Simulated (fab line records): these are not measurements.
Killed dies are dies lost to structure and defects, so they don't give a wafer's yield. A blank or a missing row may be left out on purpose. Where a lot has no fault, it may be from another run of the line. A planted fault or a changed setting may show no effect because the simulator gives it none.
Split-lot study | flow n5 finfet | 21 wafers read from 7 lots, route of 1938 steps

## THE SPLIT
At N5_BEOL_M14_EXPOSE_07 (exposes mask V13), the setting dose mj was moved away from the recipe's 57 on 4 of the 21 wafers read, by -3.8% to +3.9%. This setting was run at the recipe's value on the other wafers.

## FROM THE SPLIT TO THE READING: what the file shows between them, 11 steps
- N5_BEOL_M14_PEB_08: peb time 90 s
- N5_BEOL_M14_DEVELOP_09: develop time 45 s
- N5_BEOL_M14_HARDBAKE_14: time 120 s
- N5_BEOL_M14_CD_MEAS_10: target cd 250 nm
- N5_BEOL_M14_DESCUM_15: chemistry O2, time 7.9 s
- N5_BEOL_M14_ETCH_59: etches BARC in N2/H2, target depth 89 nm, overetch 26.7 nm, time 67.9 s
- N5_BEOL_M14_VIA_ETCH_16: etches SiO2 in C4F8/O2/Ar, target depth 1231.3 nm
- N5_BEOL_M14_STRIP_63: strips in O2
- N5_BEOL_M14_STRIP_64: strips in O2
- N5_BEOL_M14_STRIP_71: strips in post etch residue remover, time 60 s
- N5_BEOL_M14_SRD_72: time 30 s, dry time 30 s

## THE READING
cd nm at N5_BEOL_M14_CD_MEAS_17, given in nm (cd target 250 nm). On this fab line, fault-free wafers typically give 251.4 nm with a standard deviation of 1.6 nm.

wafer  | tool, chamber at the split | dose mj as run | against the recipe | cd nm, nm | against lot-mates on the recipe
L078.3 | krf scanner-02, 0          | 57             | recipe             | 252.3     | -
L078.4 | krf scanner-02, 0          | 57             | recipe             | 251.8     | -
L078.6 | krf scanner-02, 0          | 57             | recipe             | 250.4     | -
L080.1 | krf scanner-02, 0          | 57             | recipe             | 250.4     | -
L080.2 | krf scanner-02, 0          | 57             | recipe             | 249.8     | -
L080.6 | krf scanner-02, 0          | 54.83          | -3.8%              | 242.8     | -7.3
L082.1 | krf scanner-01, 0          | 57             | recipe             | 252.1     | -
L082.3 | krf scanner-01, 0          | 57             | recipe             | 253.0     | -
L082.6 | krf scanner-01, 0          | 57             | recipe             | 252.2     | -
L084.2 | krf scanner-02, 0          | 59.22          | +3.9%              | 259.2     | +5.9
L084.3 | krf scanner-02, 0          | 57             | recipe             | 253.3     | -
L084.4 | krf scanner-02, 0          | 59.22          | +3.9%              | 258.3     | +5.0
L087.2 | krf scanner-02, 0          | 57             | recipe             | 252.3     | -
L087.3 | krf scanner-02, 0          | 57             | recipe             | 251.7     | -
L087.6 | krf scanner-02, 0          | 57             | recipe             | 251.8     | -
L094.2 | krf scanner-01, 0          | 57             | recipe             | 248.1     | -
L094.3 | krf scanner-01, 0          | 57             | recipe             | 248.4     | -
L094.5 | krf scanner-01, 0          | 57             | recipe             | 250.0     | -
L093.1 | krf scanner-01, 0          | 58.52          | +2.7%              | 259.7     | +6.8
L093.3 | krf scanner-01, 0          | 57             | recipe             | 252.8     | -
L093.6 | krf scanner-01, 0          | 57             | recipe             | 253.1     | -

FIT RESULTS
A straight line over all 21 wafers: cd nm changes by +2.16 nm for each +1% of dose mj; r = +0.91; the points scatter about the line by 1.6 nm.
The same after taking each lot's own level away (the mean of its wafers on the recipe; 21 wafers): +1.7 nm for each +1%; r = +0.96; scatter 0.85 nm.
On that fit, the largest move of dose mj shifts the reading by 6.6 nm.
Across the lots, their own levels run from 248.83 to 253.30 nm, a range of 2.8 times the standard deviation given above.
So the slope is not independent of the lot-to-lot level: the two fits are not the same.
Check: +6.9 nm against its lot-mates is what the line predicts for one of the wafers moved furthest among these (+3.9%) when that wafer is left out of the fit. Against them it came out at +5.9 nm.

## THE WHOLE CHAIN: every reading that the file lists as answering this split, in the file's order
step                   | what it does     | reading | change (the file's fit)              | r (the file's)
N5_BEOL_M14_CD_MEAS_10 | target cd 250 nm | cd nm   | +1.64 nm for each +1% of the setting | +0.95
N5_BEOL_M14_CD_MEAS_17 | target cd 250 nm | cd nm   | +1.82 nm for each +1% of the setting | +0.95

## FILE'S OWN FIT
cd nm changes by +1.82 nm for each +1% of dose mj, r = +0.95.
